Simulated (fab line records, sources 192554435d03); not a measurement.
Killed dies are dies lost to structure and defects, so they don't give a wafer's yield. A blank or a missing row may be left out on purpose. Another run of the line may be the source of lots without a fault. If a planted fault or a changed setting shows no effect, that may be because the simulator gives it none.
fab line records + flow n5-finfet
record
- lots=6
- wafers=18
- last-day=18
route steps=1938 shown TV_LITHO@1875 TV_OPEN@1887
lots untouched by any fault: they come from a run of this same line in which no faults occurred
start-h: hours from the record's first day to the start of the lot's first wafer shown + wait-h: hours from the lot's prior step to this one + " unchanged from the row above + L1.1+2: one row covering several wafers at once + - either no value or no given start + * or withheld: withheld + < > ~ a bound
route shown NAME@n: a module of which the file shows steps, and the number in the route of the first + usual: mean/standard deviation of fault-free wafers + same: alike in all rows + chamber/n: place in a boat + sites: each site's reading + _std_site: their standard deviation + _edge_site: mean of outer sites minus mean of inner sites + radius-mm: how far each site lies from the wafer's centre + mask NAME#n: copy n + behind: the most recent tool/chamber to have shaped the wafer + hold: what put the lot on hold/how long, in hours/how the hold closed + device: transistor that didn't switch, given as n, p or np + end of line: at the end of the route, the tests of the same wafers + a step with no rows: only its recipe + killed: at the first sort, the dies lost to defects and structure; wafer yield is something else + map: shows each die of a wafer: x if killed, . if not, _ if none is there
set.NAME: setting as actually run; set.NAME@STEP: the setting as run at that earlier step + model.NAME: the simulator's own value behind a step, which no gauge read
certain route steps with their lots: each step a table, each wafer a row
services: the hour from which a tool's chamber was out of use, counted from the record's first day as start-h (under 0 if before that day), plus the number of hours and why
## steps
# step N5_PASSIVATION_HMDS_03
# recipe
- time-s=60
- temp-c=120
# step N5_PASSIVATION_COAT_04
# recipe
- spin-rpm=*
- resist-thk-nm=*
# step N5_PASSIVATION_EBR_06
# recipe
- solvent=PGMEA
- ebr-width-mm=1.5
# step N5_PASSIVATION_SOFTBAKE_05
# recipe
- temp-c=100
- time-s=90
# step N5_PASSIVATION_EXPOSE_07
# recipe
- mask-id=TV
- na=0.55
- source-shape=conventional
- sigma-outer=0.8
- polarization=unpolarized
- defocus-nm=0
- target-cd-nm=3000
- dose-mj=22.75
# step N5_PASSIVATION_PEB_08
# recipe
- peb-temp-c=withheld
- peb-time-s=*
# step N5_PASSIVATION_DEVELOP_09
# recipe
- develop-time-s=60
- rinse-liquid=diw
- dry=air-spin
- dev-temp-c=21
# step N5_PASSIVATION_HARDBAKE_11
# recipe
- temp-c=130
- time-s=120
# step N5_PASSIVATION_CD_MEAS_10
# recipe
- target-cd-nm=3000
- landing-energy-ev=500
- detector=se-inlens
# usual
- cd-nm=3000.3/2.6
| lot.wafer | tool      | chamber | start-h | wait-h | cd-nm  |
|-----------|-----------|---------|---------|--------|--------|
| L152.2    | cd-sem-03 | 0       | 281.75  | -      | 2998.5 |
| L152.3    | "         | 0       | "       | "      | 2996.7 |
| L152.4    | "         | 0       | "       | "      | 3001.8 |
| L158.2    | cd-sem-02 | 0       | 310.05  | -      | 2999.2 |
| L158.3    | "         | 0       | "       | "      | 2999.0 |
| L158.5    | "         | 0       | "       | "      | 3001.4 |
| L160.1    | cd-sem-03 | 0       | 329.98  | -      | 2998.1 |
| L160.3    | "         | 0       | "       | "      | 2993.9 |
| L160.4    | "         | 0       | "       | "      | 3001.3 |
| L172.1    | cd-sem-03 | 0       | 390.41  | -      | 3003.8 |
| L172.5    | "         | 0       | "       | "      | 2999.4 |
| L172.6    | "         | 0       | "       | "      | 3000.8 |
| L171.1    | cd-sem-01 | 0       | 398.09  | -      | 3001.4 |
| L171.3    | "         | 0       | "       | "      | 3003.3 |
| L171.6    | "         | 0       | "       | "      | 3004.4 |
| L173.1    | cd-sem-01 | 0       | 416.18  | -      | 3003.5 |
| L173.4    | "         | 0       | "       | "      | 3003.9 |
| L173.5    | "         | 0       | "       | "      | 3004.3 |
# step N5_PASSIVATION_OVL_MEAS_60
# recipe
- points-per-wafer=44
# usual
- TV_OVL=0/5
| lot.wafer | tool       | chamber | start-h | wait-h | TV_OVL[nm] |
|-----------|------------|---------|---------|--------|------------|
| L152.2    | overlay-01 | 0       | 281.78  | 0.0    | 7          |
| L152.3    | "          | 0       | "       | "      | 5          |
| L152.4    | "          | 0       | "       | "      | 5          |
| L158.2    | overlay-01 | 0       | 310.08  | 0.0    | -4         |
| L158.3    | "          | 0       | "       | "      | -1         |
| L158.5    | "          | 0       | "       | "      | 0          |
| L160.1    | overlay-01 | 0       | 330.01  | 0.0    | 4          |
| L160.3    | "          | 0       | "       | "      | 2          |
| L160.4    | "          | 0       | "       | "      | 13         |
| L172.1    | overlay-01 | 0       | 390.44  | 0.0    | 5          |
| L172.5    | "          | 0       | "       | "      | -2         |
| L172.6    | "          | 0       | "       | "      | 9          |
| L171.1    | overlay-02 | 0       | 398.12  | 0.0    | -4         |
| L171.3    | "          | 0       | "       | "      | 3          |
| L171.6    | "          | 0       | "       | "      | -8         |
| L173.1    | overlay-01 | 0       | 416.21  | 0.0    | 2          |
| L173.4    | "          | 0       | "       | "      | -4         |
| L173.5    | "          | 0       | "       | "      | 6          |
# step N5_PASSIVATION_INSPECT_61
# recipe
- mode=adi
- inspect-instrument=macro
# usual
- raw-defect-count=2.1/1.6
| lot.wafer | tool              | chamber | start-h | wait-h | raw-defect-count |
|-----------|-------------------|---------|---------|--------|------------------|
| L152.2    | defect-inspect-02 | -       | 281.81  | 0.0    | 0                |
| L152.3    | "                 | -       | "       | "      | 1                |
| L152.4    | "                 | -       | "       | "      | 3                |
| L158.2    | defect-inspect-02 | -       | 310.11  | 0.0    | 2                |
| L158.3    | "                 | -       | "       | "      | 2                |
| L158.5    | "                 | -       | "       | "      | 2                |
| L160.1    | defect-inspect-02 | -       | 330.04  | 0.0    | 1                |
| L160.3    | "                 | -       | "       | "      | 1                |
| L160.4    | "                 | -       | "       | "      | 1                |
| L172.1    | defect-inspect-02 | -       | 390.46  | 0.0    | 0                |
| L172.5    | "                 | -       | "       | "      | 2                |
| L172.6    | "                 | -       | "       | "      | 1                |
| L171.1    | defect-inspect-01 | -       | 398.14  | 0.0    | 2                |
| L171.3    | "                 | -       | "       | "      | 0                |
| L171.6    | "                 | -       | "       | "      | 3                |
| L173.1    | defect-inspect-02 | -       | 416.23  | 0.0    | 4                |
| L173.4    | "                 | -       | "       | "      | 3                |
| L173.5    | "                 | -       | "       | "      | 3                |
# step N5_PASSIVATION_DESCUM_12
# recipe
- chemistry=O2
- time-s=7.9
- source-power-w=50
- bias-power-w=20
- pressure-mtorr=20
- rf-frequency-hz=2.712e+07
- temp-c=40
- o2-flow-sccm=225
# usual
- bias-power-w=20.00/0.061
- drypump-motor-current-A=5.6/0.45
- oes-product-au=0.76/0.093
- rf-vpp-V=243.2/1.2
- showerhead-plenum-p-Torr=2.10/0.056
- throttle-valve-pct=20.54/0.25
| lot.wafer | tool        | chamber | start-h | wait-h | bias-power-w | drypump-motor-current-A | oes-product-au | rf-hours-counter-h | rf-vpp-V | showerhead-plenum-p-Torr | throttle-valve-pct |
|-----------|-------------|---------|---------|--------|--------------|-------------------------|----------------|--------------------|----------|--------------------------|--------------------|
| L152.2    | rie-diel-04 | 2       | 281.96  | 0.2    | 20.06        | 6.5                     | 0.98           | 3                  | 244.7    | 2.23                     | 19.98              |
| L152.3    | "           | 1       | "       | "      | 19.95        | 5.5                     | 0.76           | 142                | 244.1    | 2.10                     | 20.80              |
| L152.4    | "           | 0       | "       | "      | 20.05        | 6.2                     | 0.71           | 219                | 240.2    | 2.07                     | 20.52              |
| L158.2    | rie-diel-04 | 0       | 310.21  | 0.1    | 20.01        | 6.2                     | 0.70           | 231                | 243.1    | 2.07                     | 20.57              |
| L158.3    | "           | 1       | "       | "      | 20.14        | 5.5                     | 0.74           | 154                | 243.4    | 2.09                     | 20.81              |
| L158.5    | "           | 2       | "       | "      | 20.04        | 6.5                     | 0.92           | -                  | 246.5    | 2.23                     | 20.00              |
| L160.1    | rie-diel-04 | 2       | 330.08  | 0.0    | 19.93        | 6.5                     | 0.91           | 21                 | 244.4    | 2.23                     | 20.02              |
| L160.3    | "           | 0       | "       | "      | 20.01        | 6.2                     | 0.70           | 236                | 242.6    | 2.07                     | 20.57              |
| L160.4    | "           | 0       | "       | "      | 20.00        | 6.2                     | 0.70           | -                  | 243.9    | 2.07                     | 20.56              |
| L172.1    | rie-diel-05 | 3       | 390.77  | 0.3    | 19.97        | 5.8                     | 0.71           | 222                | 244.3    | 2.07                     | 20.58              |
| L172.5    | "           | 3       | "       | "      | 19.93        | 5.8                     | 0.71           | -                  | 244.3    | 2.07                     | 20.60              |
| L172.6    | "           | 2       | "       | "      | 20.06        | 5.3                     | 0.67           | -                  | 242.1    | 2.07                     | 20.50              |
| L171.1    | rie-diel-05 | 3       | 398.20  | 0.1    | 19.95        | 5.8                     | 0.69           | 226                | 242.4    | 2.06                     | 20.60              |
| L171.3    | "           | 2       | "       | "      | 19.94        | 5.2                     | 0.67           | 241                | 242.9    | 2.07                     | 20.52              |
| L171.6    | "           | 3       | "       | "      | 19.94        | 5.9                     | 0.70           | -                  | 242.8    | 2.06                     | 20.60              |
| L173.1    | rie-diel-05 | 3       | 416.27  | 0.0    | 19.92        | 5.8                     | 0.70           | 233                | 242.5    | 2.06                     | 20.62              |
| L173.4    | "           | 2       | "       | "      | 19.98        | 5.3                     | 0.67           | -                  | 241.8    | 2.07                     | 20.52              |
| L173.5    | "           | 1       | "       | "      | 20.04        | 5.5                     | 0.67           | -                  | 242.1    | 2.06                     | 20.67              |
# step N5_PASSIVATION_PASS_ETCH_74
# recipe
- chemistry=CF4/O2
- target=SiNx
- target-depth-a=2200
- time-s=110
- ion-energy-ev=100
- pressure-mtorr=40
- source-w=535
- bias-w=49
- Ar_flow_sccm=100
- cf4-flow-sccm=100
- O2_flow_sccm=10
# usual
- drypump-motor-current-A=5.6/0.45
- oes_f_703_au=0.75/0.088
- oes-product-au=0.75/0.094
- rf-fwd-power-W=532.4/1.8
- rf-vpp-V=241/5.4
- showerhead-plenum-p-Torr=2.21/0.058
- throttle-valve-pct=16.07/0.24
| lot.wafer | tool        | chamber | start-h | wait-h | drypump-motor-current-A | oes_f_703_au | oes-product-au | rf-fwd-power-W | rf-hours-counter-h | rf-vpp-V | showerhead-plenum-p-Torr | throttle-valve-pct | model.etch.depth-nm | model.coat_of_PASSIVATION_COAT_04.thk-nm | model.TV_OPEN.cd-offset-nm |
|-----------|-------------|---------|---------|--------|-------------------------|--------------|----------------|----------------|--------------------|----------|--------------------------|--------------------|---------------------|------------------------------------------|----------------------------|
| L152.2    | rie-diel-04 | 2       | 282.02  | 0.0    | 6.5                     | 0.97         | 0.98           | 531.0          | 3                  | 245      | 2.35                     | 15.56              | 225.7               | *                                        | -0.6                       |
| L152.3    | "           | 1       | "       | "      | 5.5                     | 0.77         | 0.75           | 534.7          | 142                | 235      | 2.21                     | 16.33              | 213.8               | *                                        | -0.4                       |
| L152.4    | "           | 0       | "       | "      | 6.2                     | 0.72         | 0.71           | 532.5          | 219                | 246      | 2.19                     | 16.14              | 225.2               | *                                        | -0.4                       |
| L158.2    | rie-diel-04 | 0       | 310.28  | 0.0    | 6.1                     | 0.91         | 0.81           | 658.8          | 231                | 219      | 2.19                     | 16.20              | 272.2               | *                                        | -2.4                       |
| L158.3    | "           | 1       | "       | "      | 5.5                     | 0.96         | 0.84           | 659.0          | 154                | 209      | 2.20                     | 16.38              | 259.6               | *                                        | -2.2                       |
| L158.5    | "           | 2       | "       | "      | 6.5                     | 1.18         | 1.06           | 660.9          | -                  | 221      | 2.35                     | 15.61              | 269.9               | *                                        | -2.8                       |
| L160.1    | rie-diel-04 | 2       | 330.14  | 0.0    | 6.5                     | 1.17         | 1.05           | 662.2          | 21                 | 219      | 2.34                     | 15.62              | 271.3               | *                                        | -2.8                       |
| L160.3    | "           | 0       | "       | "      | 6.2                     | 0.91         | 0.81           | 660.7          | 236                | 221      | 2.19                     | 16.19              | 274.7               | *                                        | -2.4                       |
| L160.4    | "           | 0       | "       | "      | 6.2                     | 0.91         | 0.81           | 663.1          | -                  | 219      | 2.19                     | 16.20              | 274.7               | *                                        | -2.2                       |
| L172.1    | rie-diel-05 | 3       | 390.83  | 0.0    | 5.8                     | 0.71         | 0.70           | 533.0          | 222                | 244      | 2.17                     | 16.18              | 216.3               | *                                        | -0.2                       |
| L172.5    | "           | 3       | "       | "      | 5.9                     | 0.71         | 0.70           | 536.5          | -                  | 245      | 2.17                     | 16.18              | 215.6               | *                                        | 0                          |
| L172.6    | "           | 2       | "       | "      | 5.3                     | 0.69         | 0.67           | 533.1          | -                  | 234      | 2.17                     | 16.01              | 208.5               | *                                        | 0.4                        |
| L171.1    | rie-diel-05 | 3       | 398.27  | 0.0    | 5.9                     | 0.71         | 0.69           | 533.0          | 226                | 244      | 2.17                     | 16.19              | 214.3               | *                                        | -0.2                       |
| L171.3    | "           | 2       | "       | "      | 5.3                     | 0.68         | 0.67           | 532.1          | 241                | 232      | 2.17                     | 16.00              | 210.2               | *                                        | 0.2                        |
| L171.6    | "           | 3       | "       | "      | 5.8                     | 0.71         | 0.70           | 532.5          | -                  | 245      | 2.17                     | 16.17              | 216                 | *                                        | -0.4                       |
| L173.1    | rie-diel-05 | 3       | 416.33  | 0.0    | 5.8                     | 0.71         | 0.69           | 533.2          | 233                | 245      | 2.17                     | 16.20              | 217.3               | *                                        | 0                          |
| L173.4    | "           | 2       | "       | "      | 5.2                     | 0.68         | 0.68           | 530.7          | -                  | 234      | 2.17                     | 16.03              | 213.5               | *                                        | 0.2                        |
| L173.5    | "           | 1       | "       | "      | 5.6                     | 0.65         | 0.64           | 530.0          | -                  | 237      | 2.16                     | 16.22              | 204.4               | *                                        | 0.6                        |
# step N5_PASSIVATION_VIA_ETCH_13
# recipe
- chemistry=CHF3/O2
- target=SiO2
- target-depth-a=6600
- CHF3_flow_sccm=50
- O2_flow_sccm=5
- Ar_flow_sccm=200
- time-s=330
- mask-material=PR
- pressure-mtorr=30
- source-w=650
- bias-w=170
- ion-energy-ev=200
- ends=cleared
# usual
- drypump-motor-current-A=5.6/0.45
- etch-rf-on-time-s=238/6.2
- oes_f_703_au=0.75/0.086
- oes-product-au=0.68/0.083
- rf-fwd-power-W=648.0/2.2
- rf-vpp-V=523/11
- showerhead-plenum-p-Torr=2.41/0.067
- throttle-valve-pct=18.93/0.2
| lot.wafer | tool        | chamber | start-h | wait-h | drypump-motor-current-A | etch-rf-on-time-s | oes_f_703_au | oes-product-au | rf-fwd-power-W | rf-hours-counter-h | rf-vpp-V | showerhead-plenum-p-Torr | throttle-valve-pct | model.coat_of_PASSIVATION_COAT_04.thk-nm |
|-----------|-------------|---------|---------|--------|-------------------------|-------------------|--------------|----------------|----------------|--------------------|----------|--------------------------|--------------------|------------------------------------------|
| L152.2    | rie-diel-04 | 2       | 282.12  | 0.0    | 6.5                     | 231               | 0.96         | 0.88           | 646.0          | 3                  | 535      | 2.58                     | 18.52              | *                                        |
| L152.3    | "           | 1       | "       | "      | 5.5                     | 239               | 0.76         | 0.67           | 647.4          | 143                | 507      | 2.41                     | 19.19              | *                                        |
| L152.4    | "           | 0       | "       | "      | 6.2                     | 234               | 0.73         | 0.65           | 646.3          | 219                | 532      | 2.39                     | 19.01              | *                                        |
| L158.2    | rie-diel-04 | 0       | 310.37  | 0.0    | 6.2                     | 230               | 0.72         | 0.64           | 648.6          | 231                | 534      | 2.39                     | 19.02              | *                                        |
| L158.3    | "           | 1       | "       | "      | 5.5                     | 239               | 0.76         | 0.66           | 647.9          | 154                | 508      | 2.40                     | 19.22              | *                                        |
| L158.5    | "           | 2       | "       | "      | 6.5                     | 237               | 0.92         | 0.84           | 646.7          | -                  | 534      | 2.58                     | 18.52              | *                                        |
| L160.1    | rie-diel-04 | 2       | 330.23  | 0.0    | 6.6                     | 230               | 0.91         | 0.83           | 647.5          | 21                 | 536      | 2.57                     | 18.55              | *                                        |
| L160.3    | "           | 0       | "       | "      | 6.1                     | 222               | 0.71         | 0.64           | 645.5          | 236                | 533      | 2.39                     | 19.03              | *                                        |
| L160.4    | "           | 0       | "       | "      | 6.2                     | 228               | 0.71         | 0.64           | 645.9          | -                  | 534      | 2.39                     | 19.02              | *                                        |
| L172.1    | rie-diel-05 | 3       | 390.93  | 0.0    | 5.9                     | 239               | 0.72         | 0.63           | 650.4          | 222                | 532      | 2.37                     | 19.00              | *                                        |
| L172.5    | "           | 3       | "       | "      | 5.9                     | 240               | 0.72         | 0.64           | 648.3          | -                  | 533      | 2.37                     | 19.00              | *                                        |
| L172.6    | "           | 2       | "       | "      | 5.3                     | 246               | 0.69         | 0.61           | 649.3          | -                  | 508      | 2.38                     | 18.89              | *                                        |
| L171.1    | rie-diel-05 | 3       | 398.36  | 0.0    | 5.8                     | 240               | 0.72         | 0.62           | 649.2          | 226                | 533      | 2.36                     | 19.00              | *                                        |
| L171.3    | "           | 2       | "       | "      | 5.3                     | 249               | 0.69         | 0.61           | 648.4          | 241                | 507      | 2.38                     | 18.88              | *                                        |
| L171.6    | "           | 3       | "       | "      | 5.8                     | 243               | 0.72         | 0.64           | 649.9          | -                  | 532      | 2.36                     | 19.02              | *                                        |
| L173.1    | rie-diel-05 | 3       | 416.42  | 0.0    | 5.9                     | 242               | 0.71         | 0.62           | 652.2          | 233                | 532      | 2.36                     | 19.03              | *                                        |
| L173.4    | "           | 2       | "       | "      | 5.3                     | 245               | 0.68         | 0.60           | 646.8          | -                  | 507      | 2.37                     | 18.89              | *                                        |
| L173.5    | "           | 1       | "       | "      | 5.6                     | 250               | 0.66         | 0.59           | 643.4          | -                  | 514      | 2.36                     | 19.00              | *                                        |
# step N5_PASSIVATION_STRIP_14
# recipe
- chemistry=O2
- power-w=600
- temp-c=60
- pressure-mtorr=30
- rf-frequency-hz=6e+07
- bias-power-w=0
- overash-fraction=0.5
- o2-flow-sccm=225
# usual
- drypump-motor-current-A=5.6/0.45
- oes-product-au=0.75/0.091
- rf-vpp-V=3.5/0.94
- showerhead-plenum-p-Torr=2.11/0.056
- throttle-valve-pct=16.78/0.26
# same
- bias-power-w=0
- overash-fraction=0.5
| lot.wafer | tool        | chamber | start-h | wait-h | drypump-motor-current-A | oes-product-au | rf-hours-counter-h | rf-vpp-V | showerhead-plenum-p-Torr | throttle-valve-pct |
|-----------|-------------|---------|---------|--------|-------------------------|----------------|--------------------|----------|--------------------------|--------------------|
| L152.2    | rie-diel-04 | 2       | 282.31  | 0.1    | 6.5                     | 0.98           | 3                  | 5.7      | 2.24                     | 16.22              |
| L152.3    | "           | 1       | "       | "      | 5.6                     | 0.76           | 143                | 4.4      | 2.10                     | 17.02              |
| L152.4    | "           | 0       | "       | "      | 6.2                     | 0.71           | 219                | 2.7      | 2.08                     | 16.78              |
| L158.2    | rie-diel-04 | 0       | 310.57  | 0.1    | 6.2                     | 0.70           | 231                | 4.0      | 2.07                     | 16.82              |
| L158.3    | "           | 1       | "       | "      | 5.6                     | 0.74           | 154                | 2.8      | 2.10                     | 17.01              |
| L158.5    | "           | 2       | "       | "      | 6.6                     | 0.94           | -                  | 4.4      | 2.23                     | 16.23              |
| L160.1    | rie-diel-04 | 2       | 330.43  | 0.1    | 6.5                     | 0.91           | 22                 | 3.8      | 2.23                     | 16.24              |
| L160.3    | "           | 0       | "       | "      | 6.2                     | 0.69           | 236                | 5.5      | 2.07                     | 16.82              |
| L160.4    | "           | 0       | "       | "      | 6.2                     | 0.69           | -                  | 3.3      | 2.07                     | 16.81              |
| L172.1    | rie-diel-05 | 3       | 391.12  | 0.1    | 5.8                     | 0.69           | 222                | 3.2      | 2.07                     | 16.90              |
| L172.5    | "           | 3       | "       | "      | 5.8                     | 0.70           | -                  | 2.9      | 2.07                     | 16.94              |
| L172.6    | "           | 2       | "       | "      | 5.2                     | 0.68           | -                  | 4.4      | 2.08                     | 16.77              |
| L171.1    | rie-diel-05 | 3       | 398.55  | 0.1    | 5.9                     | 0.70           | 226                | 3.0      | 2.07                     | 16.88              |
| L171.3    | "           | 2       | "       | "      | 5.2                     | 0.68           | 241                | 3.8      | 2.08                     | 16.81              |
| L171.6    | "           | 3       | "       | "      | 5.9                     | 0.70           | -                  | 3.4      | 2.07                     | 16.87              |
| L173.1    | rie-diel-05 | 3       | 416.62  | 0.1    | 5.8                     | 0.70           | 233                | 1.2      | 2.07                     | 16.92              |
| L173.4    | "           | 2       | "       | "      | 5.3                     | 0.66           | -                  | 4.1      | 2.07                     | 16.80              |
| L173.5    | "           | 1       | "       | "      | 5.6                     | 0.66           | -                  | 3.5      | 2.07                     | 16.95              |
# step N5_PASSIVATION_ETCH_15
# recipe
- chemistry=CF4/N2
- target=SiCN
- target-depth-a=750
- taper-deg=2
- time-s=81.2
- ion-energy-ev=150
- mask-material=SiNx
- pressure-mtorr=40
- source-w=430
- bias-w=70
- Ar_flow_sccm=100
- cf4-flow-sccm=60
- n2-flow-sccm=60
# usual
- drypump-motor-current-A=5.6/0.45
- oes-product-au=0.75/0.093
- rf-fwd-power-W=428.1/1.4
- rf-vpp-V=382.3/1.5
- showerhead-plenum-p-Torr=2.21/0.058
- throttle-valve-pct=15.52/0.25
| lot.wafer | tool        | chamber | start-h | wait-h | drypump-motor-current-A | oes-product-au | rf-fwd-power-W | rf-hours-counter-h | rf-vpp-V | showerhead-plenum-p-Torr | throttle-valve-pct | model.TV_OPEN.cd-offset-nm |
|-----------|-------------|---------|---------|--------|-------------------------|----------------|----------------|--------------------|----------|--------------------------|--------------------|----------------------------|
| L152.2    | rie-diel-04 | 2       | -       | -      | 6.6                     | 0.98           | 428.3          | 3                  | 384.2    | 2.36                     | 14.98              | 1.8                        |
| L152.3    | "           | 1       | "       | "      | 5.5                     | 0.75           | 427.7          | 143                | 382.5    | 2.21                     | 15.77              | 1.6                        |
| L152.4    | "           | 0       | "       | "      | 6.1                     | 0.72           | 426.0          | 219                | 381.0    | 2.20                     | 15.61              | 1                          |
| L158.2    | rie-diel-04 | 0       | -       | -      | 6.2                     | 0.71           | 429.7          | 231                | 379.9    | 2.19                     | 15.62              | -1                         |
| L158.3    | "           | 1       | "       | "      | 5.6                     | 0.74           | 428.3          | 154                | 383.0    | 2.20                     | 15.78              | -1                         |
| L158.5    | "           | 2       | "       | "      | 6.5                     | 0.93           | 428.2          | -                  | 384.6    | 2.35                     | 15.02              | -0.8                       |
| L160.1    | rie-diel-04 | 2       | -       | -      | 6.5                     | 0.92           | 426.3          | 22                 | 385.6    | 2.35                     | 15.03              | -0.2                       |
| L160.3    | "           | 0       | "       | "      | 6.1                     | 0.71           | 426.3          | 236                | 381.2    | 2.19                     | 15.65              | -1                         |
| L160.4    | "           | 0       | "       | "      | 6.2                     | 0.72           | 427.7          | -                  | 380.2    | 2.19                     | 15.64              | -0.8                       |
| L172.1    | rie-diel-05 | 3       | -       | -      | 5.8                     | 0.70           | 428.6          | 222                | 382.6    | 2.17                     | 15.64              | 1.6                        |
| L172.5    | "           | 3       | "       | "      | 5.8                     | 0.70           | 430.0          | -                  | 382.1    | 2.17                     | 15.65              | 2                          |
| L172.6    | "           | 2       | "       | "      | 5.3                     | 0.67           | 426.8          | -                  | 382.3    | 2.17                     | 15.47              | 2.6                        |
| L171.1    | rie-diel-05 | 3       | -       | -      | 5.8                     | 0.70           | 430.6          | 226                | 380.7    | 2.17                     | 15.65              | 1.4                        |
| L171.3    | "           | 2       | "       | "      | 5.2                     | 0.67           | 426.7          | 241                | 382.3    | 2.17                     | 15.49              | 2                          |
| L171.6    | "           | 3       | "       | "      | 5.9                     | 0.70           | 429.4          | -                  | 381.7    | 2.17                     | 15.66              | 1                          |
| L173.1    | rie-diel-05 | 3       | -       | -      | 5.8                     | 0.69           | 429.0          | 233                | 382.9    | 2.17                     | 15.66              | 1.4                        |
| L173.4    | "           | 2       | "       | "      | 5.3                     | 0.67           | 426.3          | -                  | 381.5    | 2.17                     | 15.51              | 2.6                        |
| L173.5    | "           | 1       | "       | "      | 5.6                     | 0.65           | 428.3          | -                  | 381.9    | 2.17                     | 15.69              | 2.4                        |
# step N5_PASSIVATION_STRIP_73
# recipe
- chemistry=post-etch-residue-remover
- time-s=60
- temp-c=25
- remover-ph=withheld
- remover-water-wt-pct=withheld
- remover-fluoride-wt-pct=withheld
## services
| tool        | chamber | start-h | hours | kind                          |
|-------------|---------|---------|-------|-------------------------------|
| rie-diel-04 | 3       | 285.00  | 27.2  | repair                        |
| rie-diel-04 | 0       | 322.48  | 6.7   | repair                        |
| rie-diel-04 | -       | 351.21  | 1.5   | repair                        |
| rie-diel-05 | 1       | 366.16  | 8.4   | repair                        |
| rie-diel-05 | -       | 374.16  | 14.6  | pm                            |
| rie-diel-04 | 3       | 378.16  | 8.3   | repair                        |
| rie-diel-05 | 0       | 389.04  | 11.5  | repair                        |
| rie-diel-04 | 0       | 395.62  | -     | clean                         |
| rie-diel-04 | 0       | 395.62  | -     | consumable-replace:focus-ring |
| rie-diel-04 | 0       | 395.62  | 24.4  | scheduled-down                |
| rie-diel-04 | 0       | 395.62  | 24.4  | vent-cycle                    |
| rie-diel-05 | 0       | 411.60  | -     | clean                         |
| rie-diel-05 | 0       | 411.60  | -     | consumable-replace:focus-ring |
| rie-diel-05 | 0       | 411.60  | 23.8  | scheduled-down                |
| rie-diel-05 | 0       | 411.60  | 23.8  | vent-cycle                    |
## key
first-sign
- step=N5_PASSIVATION_PASS_ETCH_74
- reading=rf-fwd-power-W
- direction=up
- sigmas=73
- usual=*
- struck=*
effect
- step=N5_PASSIVATION_PASS_ETCH_74
- reading=rf-vpp-V
- direction=down
- sigmas=4.2
- usual=241
- struck=218
model-effect
- step=N5_PASSIVATION_PASS_ETCH_74
- value=etch.depth-nm
- without=224.2
- struck=270.4
model-effect
- step=N5_PASSIVATION_VIA_ETCH_13
- value=coat_of_PASSIVATION_COAT_04.thk-nm
- without=*
- struck=*
model-effect
- step=N5_PASSIVATION_ETCH_15
- value=TV_OPEN.cd-offset-nm
- without=1.567
- struck=-0.8
met-at N5_PASSIVATION_PASS_ETCH_74
struck-wafers L158.2,L158.3,L158.5,L160.1,L160.3,L160.4
onset-between 282.02 310.28
fault
- kind=process-parameter-drift
- tool=rie-diel-04
- chamber=-
- onset-h=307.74
- steps=N5_PASSIVATION_PASS_ETCH_74
- channel=source-w
- offset=128.4
- shape=step
- end-h=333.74
- acts-in=these-recipes-only
- stated=535
